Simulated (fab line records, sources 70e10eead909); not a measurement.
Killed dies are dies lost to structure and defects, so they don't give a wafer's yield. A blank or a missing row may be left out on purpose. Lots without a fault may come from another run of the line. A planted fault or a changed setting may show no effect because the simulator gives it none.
Chamber matching | flow nand_harc | NHARC_THIN_TSV_DESCUM_14 on rie_diel-06: 4 sister chambers
The step chemistry O2, time 3 s. 8 wafers are shown with their chamber, then 8 later ones without.

WAFERS WITH THEIR CHAMBER
wafer  | chamber | drypump_motor_current_A (A) | oes_product_au (a.u.)
L845.1 | 1       | 6.2                         | 0.998
L845.4 | 3       | 5.7                         | 0.991
L845.6 | 0       | 6.3                         | 0.996
L847.2 | 1       | 6.2                         | 0.992
L847.3 | 2       | 5.2                         | 0.994
L847.5 | 3       | 5.8                         | 1.004
L848.2 | 2       | 5.2                         | 1.014
L848.3 | 0       | 6.3                         | 1.003

WAFERS WITHOUT THEIR CHAMBER
wafer  | drypump_motor_current_A (A) | oes_product_au (a.u.)
L848.6 | 6.3                         | 1.003
L852.1 | 6.2                         | 1.012
L852.2 | 6.3                         | 1.004
L852.6 | 6.3                         | 0.996
L855.2 | 5.2                         | 0.998
L855.3 | 6.3                         | 1.002
L855.4 | 5.8                         | 0.997
L857.5 | 5.8                         | 0.993

WHICH CHAMBER EACH WENT THROUGH
wafer  | from the rows above     | in truth
L848.6 | 0                       | 0
L852.1 | can't be placed: 1 or 0 | 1
L852.2 | 0                       | 0
L852.6 | 0                       | 0
L855.2 | 2                       | 2
L855.3 | 0                       | 0
L855.4 | 3                       | 3
L857.5 | 3                       | 3
Placed correctly: 7 of 8. Can't be placed from these rows: 1 (the true chamber is among the candidates in 1). Placed wrongly: 0.
How it was worked out, from the rows above alone: a wafer's distance from a chamber is the root of the sum, over the readings, of the square of ((its reading less the chamber's mean) divided by the reading's scatter). The wafer belongs to the nearest chamber; if the next one is less than 2 further off, it can't be placed. A chamber's mean is the mean of its shown wafers. The scatter: the root of (the sum of the squares of (reading less its chamber's mean) over the shown wafers, divided by (wafers less chambers)).
